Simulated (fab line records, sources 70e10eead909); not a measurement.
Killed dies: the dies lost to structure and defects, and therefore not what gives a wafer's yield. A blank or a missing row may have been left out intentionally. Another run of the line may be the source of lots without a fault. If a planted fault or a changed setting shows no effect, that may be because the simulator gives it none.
fab line records ; flow nand-harc
[record] lots = 24; wafers = 72; last-day = 25
route steps=1159 shown P_CONTACT@237 P_M0@263 P_M1@300
lots with no fault: from the same line, run without faults
start-h: the number of hours between the record's first day and the start of the first shown wafer of the lot ; wait-h: how many hours have passed since the lot's step before this one ; " same as the row above ; L1.1+2: several wafers, shown together as one row ; - no value, or no start given ; * or withheld: withheld ; < > ~ a bound
route shown NAME@n: NAME is a module with steps in the file, n the number in the route of the first one ; usual: mean/standard deviation of fault-free wafers ; same: alike in all rows ; chamber/n: place in a boat ; sites: per-site readings ; _std_site: standard deviation across them ; _edge_site: mean of outer sites minus mean of inner sites ; radius-mm: for every site, how far away it sits from the centre of the wafer ; mask NAME#n: copy n ; behind: the most recent tool/chamber to have shaped the wafer ; hold: why the lot went on hold/how many hours it stayed there/how the hold came to an end ; device: the transistor (n, p or np) that didn't switch ; end of line: tests of these same wafers at the route's end ; a step given without rows: its recipe and nothing more ; killed: dies lost to structure and defects at the first sort, not the wafer's yield ; map: a wafer's dies, marking killed ones x, the rest . and places with no die _
set.NAME: the setting that was run; set.NAME@STEP: the one run at that earlier step ; model.NAME: the simulator's own value behind a step, which no gauge read
a sample of lots followed through the steps of the route, with each step as a table and each wafer as a row
services: the hour from which a tool's chamber was out of use, counted from the record's first day as start-h (under 0 if before that day), plus the number of hours and why
[[steps]]
[step NHARC_P_CONTACT_ETCH_36]
[recipe] target-depth-a = 2600; over-etch-frac = 0.25; time-s = 406.25; ion-energy-ev = 200; n2-flow-sccm = 150; h2-flow-sccm = 150; ar-flow-sccm = 0; rf-w = 400; bias-w = 150; chemistry = N2/H2
[usual] drypump-motor-current-A = 5.6/0.35; oes-product-au = 0.995/0.011; rf-vpp-V = 431.9/2.1; showerhead-plenum-p-Torr = 2.09/0.065; throttle-valve-pct = 14.172/0.0091
[same] over-etch-frac = 0.25
lot.wafer;tool;chamber;start-h;wait-h;drypump-motor-current-A;oes-product-au;rf-hours-counter-h;rf-vpp-V;showerhead-plenum-p-Torr;throttle-valve-pct
L074.2;rie-diel-04;1;-;-;5.7;0.994;14;432.4;2.08;14.185
L074.4;rie-diel-04;2;-;-;5.4;0.996;14;431.2;2.08;14.176
L074.6;rie-diel-04;1;-;-;5.7;0.994;-;432.9;2.08;14.194
L075.4;rie-diel-01;2;-;-;5.4;1.001;18;430.1;2.04;14.164
L075.5;rie-diel-01;0;-;-;5.3;1.000;-;433.4;2.12;14.171
L075.6;rie-diel-01;1;-;-;5.7;0.997;-;433.5;2.11;14.179
L076.1;rie-diel-04;1;-;-;5.7;0.978;0;431.5;2.08;14.169
L076.4;rie-diel-04;2;-;-;5.4;1.002;0;432.3;2.08;14.179
L076.6;rie-diel-04;3;-;-;5.8;0.998;-;432.0;2.08;14.167
L077.3;rie-diel-05;2;-;-;6.1;0.997;47;430.1;2.01;14.181
L077.6;rie-diel-05;3;-;-;5.7;0.985;-;428.5;1.99;14.172
L077.5;rie-diel-05;0;-;-;5.4;1.000;-;429.9;1.97;14.170
L078.3;rie-diel-04;3;-;-;5.8;0.998;1;431.6;2.08;14.183
L078.5;rie-diel-04;2;-;-;5.4;0.999;-;431.1;2.08;14.172
L078.6;rie-diel-04;0;-;-;6.2;0.996;-;435.4;2.20;14.185
L079.1;rie-diel-04;2;-;-;5.4;0.994;2;432.3;2.08;14.165
L079.2;rie-diel-04;3;-;-;5.9;0.978;2;431.8;2.08;14.179
L079.5;rie-diel-04;3;-;-;5.8;0.997;-;431.1;2.08;14.169
L080.2;rie-diel-04;0;-;-;6.2;1.016;3;435.3;2.20;14.167
L080.3;rie-diel-04;1;-;-;5.7;0.975;2;431.3;2.08;14.157
L080.1;rie-diel-04;2;-;-;5.4;1.003;3;429.5;2.08;14.175
L082.4;rie-diel-01;1;-;-;5.7;0.991;1;433.2;2.11;14.174
L082.3;rie-diel-01;3;-;-;4.9;0.991;1;427.5;1.96;14.177
L082.5;rie-diel-01;2;-;-;5.4;0.997;-;430.3;2.04;14.177
L081.1;rie-diel-05;3;-;-;5.8;0.997;61;430.4;1.98;14.164
L081.4;rie-diel-05;1;-;-;6.5;1.001;60;434.5;2.17;14.176
L081.5;rie-diel-05;3;-;-;5.7;0.999;-;428.2;1.98;14.174
L083.3;rie-diel-01;3;-;-;4.9;0.985;1;427.5;1.96;14.176
L083.2;rie-diel-01;1;-;-;5.7;0.992;1;431.9;2.11;14.180
L083.5;rie-diel-01;3;-;-;4.9;0.981;-;428.0;1.96;14.174
L085.1;rie-diel-04;3;-;-;5.8;0.990;5;431.8;2.08;14.173
L085.2;rie-diel-04;0;-;-;6.2;1.002;5;434.6;2.20;14.179
L085.3;rie-diel-04;1;-;-;5.7;0.978;4;432.0;2.08;14.166
L084.1;rie-diel-01;0;-;-;5.3;0.999;2;430.5;2.12;14.187
L084.2;rie-diel-01;1;-;-;5.7;0.992;2;432.2;2.11;14.169
L084.6;rie-diel-01;1;-;-;5.7;1.001;-;432.5;2.11;14.155
L087.1;rie-diel-04;0;-;-;6.2;1.010;6;434.6;2.20;14.166
L087.4;rie-diel-04;3;-;-;5.8;0.994;6;432.8;2.08;14.176
L087.6;rie-diel-04;1;-;-;5.7;0.984;-;431.9;2.08;14.181
L086.1;rie-diel-01;2;-;-;5.4;1.007;4;429.6;2.03;14.185
L086.2;rie-diel-01;0;-;-;5.3;0.982;4;433.8;2.12;14.171
L086.6;rie-diel-01;1;-;-;5.7;0.996;-;432.8;2.11;14.182
L088.1;rie-diel-01;1;-;-;5.7;0.999;5;432.9;2.11;14.172
L088.3;rie-diel-01;2;-;-;5.4;1.001;6;430.4;2.03;14.171
L088.5;rie-diel-01;0;-;-;5.3;0.980;-;433.0;2.12;14.186
L090.2;rie-diel-04;2;-;-;5.4;1.003;7;432.1;2.08;14.174
L090.3;rie-diel-04;3;-;-;5.8;0.993;7;431.3;2.08;14.170
L090.6;rie-diel-04;1;-;-;5.7;0.984;-;431.1;2.08;14.169
L089.1;rie-diel-04;2;-;-;5.4;0.999;7;431.9;2.08;14.168
L089.4;rie-diel-04;3;-;-;5.8;0.982;8;432.2;2.08;14.174
L089.5;rie-diel-04;0;-;-;6.2;0.999;-;435.1;2.20;14.164
L092.3;rie-diel-04;2;-;-;5.4;0.991;8;431.7;2.08;14.180
L092.6;rie-diel-04;0;-;-;6.2;1.002;-;434.7;2.20;14.180
L092.5;rie-diel-04;1;-;-;5.7;0.997;-;432.5;2.08;14.172
L091.2;rie-diel-04;1;-;-;5.7;0.982;8;430.9;2.08;14.174
L091.3;rie-diel-04;3;-;-;5.8;0.970;9;429.9;2.08;14.167
L091.5;rie-diel-04;2;-;-;5.4;0.989;-;432.7;2.08;14.171
L093.4;rie-diel-04;0;-;-;6.2;1.008;10;435.8;2.20;14.178
L093.2;rie-diel-04;1;-;-;5.7;0.989;9;431.4;2.08;14.163
L093.5;rie-diel-04;1;-;-;5.7;0.992;-;431.6;2.08;14.172
L094.3;rie-diel-04;2;-;-;5.4;0.999;10;431.8;2.08;14.170
L094.2;rie-diel-04;0;-;-;6.1;1.005;11;434.6;2.19;14.160
L094.5;rie-diel-04;1;-;-;5.7;0.981;-;431.4;2.08;14.152
L095.3;rie-diel-01;1;-;-;5.7;1.016;9;434.0;2.11;14.162
L095.1;rie-diel-01;0;-;-;5.3;0.988;9;430.9;2.12;14.171
L095.5;rie-diel-01;2;-;-;5.4;1.019;-;428.5;2.03;14.176
L096.3;rie-diel-04;2;-;-;5.4;1.012;11;432.4;2.08;14.163
L096.6;rie-diel-04;0;-;-;6.2;1.002;-;433.8;2.19;14.175
L096.5;rie-diel-04;1;-;-;5.7;0.966;-;430.7;2.08;14.164
L097.1;rie-diel-01;1;-;-;5.7;1.012;10;431.4;2.11;14.164
L097.6;rie-diel-01;1;-;-;5.7;1.006;-;433.2;2.11;14.165
L097.5;rie-diel-01;2;-;-;5.4;1.013;-;431.4;2.03;14.187
[step NHARC_P_CONTACT_PVD_32]
[recipe] target-thk-a = 50; chamber-pressure-pa = 5; power-w = 5000; substrate-temp-c = 200; time-s = 17.7; material = Ti
[usual] throttle-valve-pct = 30.1/0.7
lot.wafer;tool;chamber;start-h;wait-h;throttle-valve-pct
L074.2;pvd-sputter-01;-;-;-;30.2
L074.4;pvd-sputter-01;-;-;-;30.5
L074.6;pvd-sputter-01;-;-;-;30.3
L075.4;pvd-sputter-03;-;-;-;28.8
L075.5;pvd-sputter-03;-;-;-;28.6
L075.6;pvd-sputter-03;-;-;-;30.8
L076.1;pvd-sputter-01;-;-;-;29.7
L076.4;pvd-sputter-01;-;-;-;30.1
L076.6;pvd-sputter-01;-;-;-;30.4
L077.3;pvd-sputter-01;-;-;-;30.0
L077.5;pvd-sputter-01;-;-;-;29.8
L077.6;pvd-sputter-01;-;-;-;30.2
L078.3;pvd-sputter-02;-;-;-;30.5
L078.6;pvd-sputter-02;-;-;-;30.6
L078.5;pvd-sputter-02;-;-;-;29.4
L079.1;pvd-sputter-03;-;-;-;31.0
L079.2;pvd-sputter-03;-;-;-;28.7
L079.5;pvd-sputter-03;-;-;-;29.3
L080.2;pvd-sputter-03;-;-;-;31.2
L080.3;pvd-sputter-03;-;-;-;29.4
L080.1;pvd-sputter-03;-;-;-;28.6
L082.4;pvd-sputter-01;-;-;-;30.0
L082.3;pvd-sputter-01;-;-;-;29.9
L082.5;pvd-sputter-01;-;-;-;30.0
L081.1;pvd-sputter-03;-;-;-;29.4
L081.4;pvd-sputter-03;-;-;-;28.6
L081.5;pvd-sputter-03;-;-;-;29.5
L083.3;pvd-sputter-03;-;-;-;30.9
L083.2;pvd-sputter-03;-;-;-;28.5
L083.5;pvd-sputter-03;-;-;-;31.0
L085.2;pvd-sputter-01;-;-;-;30.9
L085.1;pvd-sputter-01;-;-;-;29.4
L085.3;pvd-sputter-01;-;-;-;30.2
L084.2;pvd-sputter-01;-;-;-;30.2
L084.1;pvd-sputter-01;-;-;-;30.3
L084.6;pvd-sputter-01;-;-;-;30.9
L087.4;pvd-sputter-02;-;-;-;30.6
L087.1;pvd-sputter-02;-;-;-;29.3
L087.6;pvd-sputter-02;-;-;-;30.7
L086.1;pvd-sputter-03;-;-;-;30.9
L086.2;pvd-sputter-03;-;-;-;28.7
L086.6;pvd-sputter-03;-;-;-;30.7
L088.3;pvd-sputter-01;-;-;-;30.2
L088.1;pvd-sputter-01;-;-;-;29.4
L088.5;pvd-sputter-01;-;-;-;30.3
L090.3;pvd-sputter-03;-;-;-;30.8
L090.2;pvd-sputter-03;-;-;-;29.4
L090.6;pvd-sputter-03;-;-;-;31.0
L089.1;pvd-sputter-01;-;-;-;30.2
L089.4;pvd-sputter-01;-;-;-;30.9
L089.5;pvd-sputter-01;-;-;-;30.4
L092.3;pvd-sputter-02;-;-;-;29.3
L092.5;pvd-sputter-02;-;-;-;29.4
L092.6;pvd-sputter-02;-;-;-;30.9
L091.2;pvd-sputter-03;-;-;-;28.5
L091.3;pvd-sputter-03;-;-;-;30.9
L091.5;pvd-sputter-03;-;-;-;29.5
L093.4;pvd-sputter-03;-;-;-;29.4
L093.2;pvd-sputter-03;-;-;-;28.7
L093.5;pvd-sputter-03;-;-;-;28.6
L094.2;pvd-sputter-01;-;-;-;30.4
L094.3;pvd-sputter-01;-;-;-;30.0
L094.5;pvd-sputter-01;-;-;-;30.8
L095.3;pvd-sputter-01;-;-;-;30.0
L095.1;pvd-sputter-01;-;-;-;30.6
L095.5;pvd-sputter-01;-;-;-;29.3
L096.3;pvd-sputter-01;-;-;-;30.9
L096.6;pvd-sputter-01;-;-;-;30.1
L096.5;pvd-sputter-01;-;-;-;30.5
L097.1;pvd-sputter-03;-;-;-;29.6
L097.5;pvd-sputter-03;-;-;-;29.0
L097.6;pvd-sputter-03;-;-;-;30.7
[step NHARC_P_M0_CD_MEAS_09]
[recipe] target-cd-nm = 90; landing-energy-ev = 500
[usual] cd-nm = 89.8/0.81
lot.wafer;tool;chamber;start-h;wait-h;cd-nm
L074.2;cd-sem-03;0;111.54;-;90.1
L074.4;cd-sem-03;0;111.54;-;89.3
L074.6;cd-sem-03;0;111.54;-;89.1
L075.4;cd-sem-03;0;123.78;-;88.7
L075.5;cd-sem-03;0;123.78;-;89.3
L075.6;cd-sem-03;0;123.78;-;88.6
L076.1;cd-sem-02;0;130.55;-;89.1
L076.4;cd-sem-02;0;130.55;-;89.5
L076.6;cd-sem-02;0;130.55;-;88.9
L077.3;cd-sem-01;0;136.22;-;90.1
L077.5;cd-sem-01;0;136.22;-;90.4
L077.6;cd-sem-01;0;136.22;-;90.3
L078.3;cd-sem-01;0;139.57;-;89.1
L078.5;cd-sem-01;0;139.57;-;91.3
L078.6;cd-sem-01;0;139.57;-;89.0
L079.1;cd-sem-02;0;144.47;-;88.5
L079.2;cd-sem-02;0;144.47;-;89.9
L079.5;cd-sem-02;0;144.47;-;87.9
L080.1;cd-sem-03;0;153.74;-;88.7
L080.2;cd-sem-03;0;153.74;-;89.8
L080.3;cd-sem-03;0;153.74;-;89.2
L082.3;cd-sem-03;0;163.63;-;89.5
L082.4;cd-sem-03;0;163.63;-;89.4
L082.5;cd-sem-03;0;163.63;-;88.4
L081.1;cd-sem-03;0;164.04;-;88.6
L081.4;cd-sem-03;0;164.04;-;89.6
L081.5;cd-sem-03;0;164.04;-;89.8
L083.2;cd-sem-03;0;164.94;-;90.5
L083.3;cd-sem-03;0;164.94;-;91.0
L083.5;cd-sem-03;0;164.94;-;90.2
L085.1;cd-sem-03;0;175.61;-;89.7
L085.2;cd-sem-03;0;175.61;-;90.2
L085.3;cd-sem-03;0;175.61;-;90.2
L084.1;cd-sem-01;0;176.53;-;91.0
L084.2;cd-sem-01;0;176.53;-;88.5
L084.6;cd-sem-01;0;176.53;-;90.4
L087.1;cd-sem-03;0;189.68;-;89.5
L087.4;cd-sem-03;0;189.68;-;88.4
L087.6;cd-sem-03;0;189.68;-;90.5
L086.1;cd-sem-01;0;190.20;-;90.6
L086.2;cd-sem-01;0;190.20;-;89.9
L086.6;cd-sem-01;0;190.20;-;90.8
L088.1;cd-sem-03;0;196.76;-;90.4
L088.3;cd-sem-03;0;196.76;-;90.7
L088.5;cd-sem-03;0;196.76;-;89.0
L090.2;cd-sem-01;0;203.46;-;90.1
L090.3;cd-sem-01;0;203.46;-;89.8
L090.6;cd-sem-01;0;203.46;-;89.8
L089.1;cd-sem-01;0;217.27;-;89.0
L089.4;cd-sem-01;0;217.27;-;90.3
L089.5;cd-sem-01;0;217.27;-;90.2
L092.3;cd-sem-02;0;218.44;-;91.0
L092.5;cd-sem-02;0;218.44;-;91.0
L092.6;cd-sem-02;0;218.44;-;91.3
L091.2;cd-sem-03;0;220.47;-;89.9
L091.3;cd-sem-03;0;220.47;-;91.7
L091.5;cd-sem-03;0;220.47;-;90.3
L093.2;cd-sem-03;0;229.30;-;89.5
L093.4;cd-sem-03;0;229.30;-;90.4
L093.5;cd-sem-03;0;229.30;-;89.0
L094.2;cd-sem-02;0;232.88;-;88.8
L094.3;cd-sem-02;0;232.88;-;90.8
L094.5;cd-sem-02;0;232.88;-;89.0
L095.1;cd-sem-01;0;242.29;-;90.5
L095.3;cd-sem-01;0;242.29;-;91.1
L095.5;cd-sem-01;0;242.29;-;89.2
L096.3;cd-sem-02;0;247.53;-;88.5
L096.5;cd-sem-02;0;247.53;-;87.8
L096.6;cd-sem-02;0;247.53;-;88.9
L097.1;cd-sem-02;0;248.44;-;88.3
L097.5;cd-sem-02;0;248.44;-;88.0
L097.6;cd-sem-02;0;248.44;-;89.3
[step NHARC_P_M0_PVD_21]
[recipe] target-thk-a = 300; chamber-pressure-pa = 5; power-w = 5000; substrate-temp-c = 30; time-s = 20.49; material = Cu
[usual] throttle-valve-pct = 30.0/0.73
lot.wafer;tool;chamber;start-h;wait-h;throttle-valve-pct
L074.4;pvd-sputter-01;-;-;-;29.9
L074.2;pvd-sputter-01;-;-;-;30.0
L074.6;pvd-sputter-01;-;-;-;30.5
L075.4;pvd-sputter-02;-;-;-;30.8
L075.6;pvd-sputter-02;-;-;-;30.6
L075.5;pvd-sputter-02;-;-;-;29.5
L076.4;pvd-sputter-02;-;-;-;29.5
L076.1;pvd-sputter-02;-;-;-;30.7
L076.6;pvd-sputter-02;-;-;-;29.8
L077.3;pvd-sputter-02;-;-;-;30.7
L077.6;pvd-sputter-02;-;-;-;30.7
L077.5;pvd-sputter-02;-;-;-;29.6
L078.3;pvd-sputter-03;-;-;-;30.5
L078.6;pvd-sputter-03;-;-;-;30.8
L078.5;pvd-sputter-03;-;-;-;30.9
L079.2;pvd-sputter-03;-;-;-;29.6
L079.1;pvd-sputter-03;-;-;-;30.8
L079.5;pvd-sputter-03;-;-;-;29.4
L080.3;pvd-sputter-01;-;-;-;29.8
L080.1;pvd-sputter-01;-;-;-;29.9
L080.2;pvd-sputter-01;-;-;-;30.4
L082.3;pvd-sputter-03;-;-;-;29.6
L082.4;pvd-sputter-03;-;-;-;28.8
L082.5;pvd-sputter-03;-;-;-;28.9
L081.1;pvd-sputter-03;-;-;-;30.2
L081.4;pvd-sputter-03;-;-;-;30.8
L081.5;pvd-sputter-03;-;-;-;29.5
L083.2;pvd-sputter-03;-;-;-;28.6
L083.3;pvd-sputter-03;-;-;-;30.5
L083.5;pvd-sputter-03;-;-;-;28.8
L085.2;pvd-sputter-03;-;-;-;31.3
L085.3;pvd-sputter-03;-;-;-;28.8
L085.1;pvd-sputter-03;-;-;-;30.5
L084.1;pvd-sputter-01;-;-;-;29.6
L084.2;pvd-sputter-01;-;-;-;30.3
L084.6;pvd-sputter-01;-;-;-;29.5
L087.4;pvd-sputter-01;-;-;-;30.4
L087.1;pvd-sputter-01;-;-;-;30.4
L087.6;pvd-sputter-01;-;-;-;30.7
L086.1;pvd-sputter-03;-;-;-;28.8
L086.2;pvd-sputter-03;-;-;-;29.5
L086.6;pvd-sputter-03;-;-;-;28.8
L088.3;pvd-sputter-01;-;-;-;29.8
L088.1;pvd-sputter-01;-;-;-;30.1
L088.5;pvd-sputter-01;-;-;-;29.5
L090.2;pvd-sputter-01;-;-;-;30.2
L090.3;pvd-sputter-01;-;-;-;30.5
L090.6;pvd-sputter-01;-;-;-;30.3
L089.1;pvd-sputter-03;-;-;-;29.6
L089.4;pvd-sputter-03;-;-;-;28.7
L089.5;pvd-sputter-03;-;-;-;30.5
L092.3;pvd-sputter-03;-;-;-;29.3
L092.5;pvd-sputter-03;-;-;-;28.6
L092.6;pvd-sputter-03;-;-;-;30.6
L091.2;pvd-sputter-03;-;-;-;30.6
L091.3;pvd-sputter-03;-;-;-;30.9
L091.5;pvd-sputter-03;-;-;-;30.5
L093.4;pvd-sputter-03;-;-;-;28.9
L093.2;pvd-sputter-03;-;-;-;30.5
L093.5;pvd-sputter-03;-;-;-;30.8
L094.2;pvd-sputter-01;-;-;-;30.2
L094.3;pvd-sputter-01;-;-;-;30.9
L094.5;pvd-sputter-01;-;-;-;30.3
L095.1;pvd-sputter-01;-;-;-;30.9
L095.3;pvd-sputter-01;-;-;-;29.7
L095.5;pvd-sputter-01;-;-;-;30.8
L096.3;pvd-sputter-01;-;-;-;30.1
L096.6;pvd-sputter-01;-;-;-;30.4
L096.5;pvd-sputter-01;-;-;-;30.8
L097.1;pvd-sputter-02;-;-;-;29.7
L097.6;pvd-sputter-02;-;-;-;30.5
L097.5;pvd-sputter-02;-;-;-;29.9
[step NHARC_P_M0_PRE_CLEAN_31]
[recipe] time-s = 12; temp-c = 370; rf-power-w = 300; gas = NH3
[usual] heater-power-w = 629/76
lot.wafer;tool;chamber;start-h;wait-h;heater-power-w;since-wet-clean-h
L074.2;pecvd-01;1;114.29;0.1;514;45
L074.4;pecvd-01;2;114.29;0.1;555;-
L074.6;pecvd-01;0;114.29;0.1;671;-
L075.5;pecvd-02;0;126.99;0.6;675;-
L075.6;pecvd-02;1;126.99;0.6;615;-
L075.4;pecvd-02;2;126.99;0.6;590;-
L076.1;pecvd-03;0;133.30;0.1;675;9
L076.6;pecvd-03;2;133.30;0.1;742;-
L076.4;pecvd-03;0;133.30;0.1;659;-
L077.3;pecvd-02;1;139.04;0.1;639;154
L077.5;pecvd-02;1;139.04;0.1;646;-
L077.6;pecvd-02;0;139.04;0.1;643;-
L078.3;pecvd-03;0;142.76;0.5;682;19
L078.5;pecvd-03;0;142.76;0.5;679;-
L078.6;pecvd-03;1;142.76;0.5;515;-
L079.2;pecvd-03;0;147.29;0.1;665;23
L079.1;pecvd-03;1;147.29;0.1;542;23
L079.5;pecvd-03;0;147.29;0.1;645;-
L080.1;pecvd-01;0;158.08;1.7;621;89
L080.2;pecvd-01;1;158.08;1.7;493;89
L080.3;pecvd-01;0;158.08;1.7;611;-
L082.3;pecvd-02;0;166.49;0.1;705;0
L082.5;pecvd-02;0;166.49;0.1;704;-
L082.4;pecvd-02;2;166.49;0.1;611;-
L081.1;pecvd-02;1;167.08;0.1;657;1
L081.4;pecvd-02;0;167.08;0.1;643;-
L081.5;pecvd-02;1;167.08;0.1;674;-
L083.2;pecvd-01;2;167.82;0.1;534;99
L083.3;pecvd-01;0;167.82;0.1;599;99
L083.5;pecvd-01;0;167.82;0.1;601;-
L085.3;pecvd-02;1;178.40;0.1;642;12
L085.2;pecvd-02;2;178.40;0.1;671;12
L085.1;pecvd-02;0;178.40;0.1;626;12
L084.2;pecvd-01;1;179.27;0.1;526;110
L084.1;pecvd-01;2;179.27;0.1;514;110
L084.6;pecvd-01;1;179.27;0.1;537;-
L087.1;pecvd-03;1;192.76;0.1;487;69
L087.4;pecvd-03;0;192.76;0.1;603;-
L087.6;pecvd-03;1;192.76;0.1;481;-
L086.1;pecvd-01;2;193.08;0.1;620;124
L086.2;pecvd-01;1;193.08;0.1;556;124
L086.6;pecvd-01;0;193.08;0.1;676;-
L088.1;pecvd-02;1;199.48;0.1;614;33
L088.3;pecvd-02;2;199.48;0.1;669;33
L088.5;pecvd-02;1;199.48;0.1;635;-
L090.2;pecvd-02;1;206.36;0.1;600;40
L090.3;pecvd-02;0;206.36;0.1;689;40
L090.6;pecvd-02;0;206.36;0.1;688;-
L089.1;pecvd-02;0;219.99;0.1;685;54
L089.5;pecvd-02;0;219.99;0.1;665;-
L089.4;pecvd-02;1;219.99;0.1;628;-
L092.3;pecvd-02;0;221.30;0.1;665;55
L092.5;pecvd-02;1;221.30;0.1;654;-
L092.6;pecvd-02;0;221.30;0.1;666;-
L091.3;pecvd-03;1;223.30;0.1;497;99
L091.2;pecvd-03;0;223.30;0.1;634;99
L091.5;pecvd-03;1;223.30;0.1;500;-
L093.2;pecvd-03;0;232.51;0.5;680;108
L093.5;pecvd-03;2;232.51;0.5;832;-
L093.4;pecvd-03;0;232.51;0.5;672;-
L094.2;pecvd-01;0;235.66;0.1;691;167
L094.3;pecvd-01;2;235.66;0.1;617;167
L094.5;pecvd-01;2;235.66;0.1;614;-
L095.3;pecvd-03;2;245.06;0.1;734;121
L095.1;pecvd-03;1;245.06;0.1;501;121
L095.5;pecvd-03;2;245.06;0.1;732;-
L096.3;pecvd-02;1;250.27;0.1;707;84
L096.6;pecvd-02;2;250.27;0.1;643;-
L096.5;pecvd-02;0;250.27;0.1;630;-
L097.1;pecvd-03;1;251.22;0.1;527;127
L097.6;pecvd-03;1;251.22;0.1;526;-
L097.5;pecvd-03;2;251.22;0.1;758;-
[step NHARC_P_M1_ETCH_15]
[recipe] target-depth-a = 1825; time-s = 91.2; c4f8-flow-sccm = withheld; ar-flow-sccm = 400; rf-w = 600; bias-w = 300; chemistry = C4F8/Ar
[usual] oes-product-au = 0.953/0.025; rf-vpp-V = 441.1/2.5
lot.wafer;tool;chamber;start-h;wait-h;oes-product-au;rf-hours-counter-h;rf-vpp-V
L074.2;rie-diel-12;2;-;-;0.993;7.1;438.4
L074.4;rie-diel-12;1;-;-;0.976;6.3;444.6
L074.6;rie-diel-12;2;-;-;1.006;-;439.6
L075.4;rie-diel-09;2;-;-;0.941;1.5;441.0
L075.5;rie-diel-09;2;-;-;0.957;-;439.9
L075.6;rie-diel-09;3;-;-;0.964;-;444.4
L076.1;rie-diel-09;2;-;-;0.952;1.6;439.7
L076.4;rie-diel-09;3;-;-;0.969;1.8;444.6
L076.6;rie-diel-09;3;-;-;0.971;-;444.9
L077.3;rie-diel-12;0;-;-;0.926;6.4;441.5
L077.5;rie-diel-12;3;-;-;0.913;-;439.5
L077.6;rie-diel-12;0;-;-;0.924;-;441.5
L078.3;rie-diel-10;3;-;-;0.970;3.1;444.6
L078.5;rie-diel-10;3;-;-;0.970;-;446.2
L078.6;rie-diel-10;0;-;-;0.947;-;438.0
L079.2;rie-diel-12;2;-;-;0.941;9.3;439.7
L079.1;rie-diel-12;3;-;-;0.913;9.0;441.0
L079.5;rie-diel-12;1;-;-;0.926;-;442.5
L080.1;rie-diel-09;2;-;-;0.909;3.6;440.2
L080.3;rie-diel-09;3;-;-;0.923;3.6;443.6
L080.2;rie-diel-09;1;-;-;0.927;3.4;441.1
L082.4;rie-diel-10;1;-;-;0.942;3.9;442.0
L082.3;rie-diel-10;3;-;-;0.985;3.8;446.8
L082.5;rie-diel-10;1;-;-;0.938;-;443.0
L081.4;rie-diel-10;1;-;-;0.970;3.9;443.0
L081.1;rie-diel-10;3;-;-;0.966;3.8;446.4
L081.5;rie-diel-10;1;-;-;0.969;-;442.5
L083.2;rie-diel-09;2;-;-;0.923;3.9;441.2
L083.3;rie-diel-09;1;-;-;0.932;3.7;441.7
L083.5;rie-diel-09;3;-;-;0.929;-;444.4
L085.1;rie-diel-09;1;-;-;0.921;3.9;441.6
L085.3;rie-diel-09;3;-;-;0.932;4.2;443.7
L085.2;rie-diel-09;0;-;-;0.936;4.0;438.4
L084.2;rie-diel-09;3;-;-;0.956;4.3;443.0
L084.1;rie-diel-09;2;-;-;0.968;4.2;440.8
L084.6;rie-diel-09;3;-;-;0.962;-;443.9
L087.4;rie-diel-09;2;-;-;0.921;4.4;440.8
L087.1;rie-diel-09;3;-;-;0.923;4.6;444.4
L087.6;rie-diel-09;1;-;-;0.919;-;441.8
L086.2;rie-diel-10;3;-;-;0.958;0.2;445.1
L086.1;rie-diel-10;2;-;-;0.987;0.2;438.8
L086.6;rie-diel-10;0;-;-;0.944;-;439.1
L088.1;rie-diel-10;0;-;-;0.966;0.2;436.7
L088.3;rie-diel-10;2;-;-;0.971;0.3;439.0
L088.5;rie-diel-10;0;-;-;0.962;-;439.4
L090.3;rie-diel-09;3;-;-;0.960;6.2;444.4
L090.2;rie-diel-09;0;-;-;0.999;6.1;438.1
L090.6;rie-diel-09;3;-;-;0.952;-;442.6
L089.1;rie-diel-10;0;-;-;0.936;0.5;437.8
L089.4;rie-diel-10;3;-;-;0.955;0.6;445.9
L089.5;rie-diel-10;0;-;-;0.948;-;439.2
L092.3;rie-diel-09;2;-;-;0.966;6.5;440.9
L092.5;rie-diel-09;1;-;-;0.955;-;443.5
L092.6;rie-diel-09;2;-;-;0.970;-;439.9
L091.3;rie-diel-10;3;-;-;0.951;0.8;444.3
L091.2;rie-diel-10;2;-;-;0.975;0.8;439.7
L091.5;rie-diel-10;0;-;-;0.958;-;438.5
L093.2;rie-diel-12;1;-;-;0.962;1.7;442.2
L093.4;rie-diel-12;2;-;-;0.970;1.7;439.3
L093.5;rie-diel-12;3;-;-;0.982;-;439.7
L094.3;rie-diel-09;1;-;-;0.922;7.2;440.8
L094.2;rie-diel-09;2;-;-;0.913;7.1;440.0
L094.5;rie-diel-09;3;-;-;0.919;-;445.5
L095.1;rie-diel-09;2;-;-;0.931;7.3;440.0
L095.3;rie-diel-09;0;-;-;0.943;7.9;438.2
L095.5;rie-diel-09;2;-;-;0.927;-;440.2
L096.3;rie-diel-12;0;-;-;1.001;3.9;442.9
L096.6;rie-diel-12;3;-;-;0.973;-;439.9
L096.5;rie-diel-12;0;-;-;0.985;-;442.5
L097.1;rie-diel-12;1;-;-;0.974;3.3;443.4
L097.6;rie-diel-12;3;-;-;0.979;-;440.1
L097.5;rie-diel-12;0;-;-;0.996;-;442.8
[[services]]
tool;chamber;start-h;hours;kind
pecvd-01;1;96.11;2.6;repair
pvd-sputter-03;-;102.00;10.0;pm
pecvd-03;-;111.05;13.0;pm
rie-diel-04;-;111.90;9.0;pm
rie-diel-09;0;116.80;2.5;repair
rie-diel-10;0;117.98;4.1;repair
pvd-sputter-02;-;118.04;4.2;repair
rie-diel-10;3;123.77;14.3;repair
rie-diel-04;1;129.98;6.6;repair
rie-diel-12;2;134.19;1.3;repair
rie-diel-01;-;137.80;9.0;pm
pecvd-02;-;145.32;0.5;repair
pvd-sputter-02;-;152.93;3.7;repair
pecvd-02;-;153.17;13.0;pm
rie-diel-10;1;156.65;7.9;repair
pvd-sputter-01;-;158.00;10.0;pm
pvd-sputter-02;-;162.59;11.5;repair
rie-diel-10;-;176.50;9.0;pm
rie-diel-09;2;184.47;6.7;repair
pvd-sputter-02;-;190.13;2.5;repair
pvd-sputter-01;-;212.95;16.6;repair
rie-diel-04;-;226.02;1.5;repair
rie-diel-09;3;250.30;11.4;repair
rie-diel-09;2;252.14;2.4;repair
[[key]]
fault none
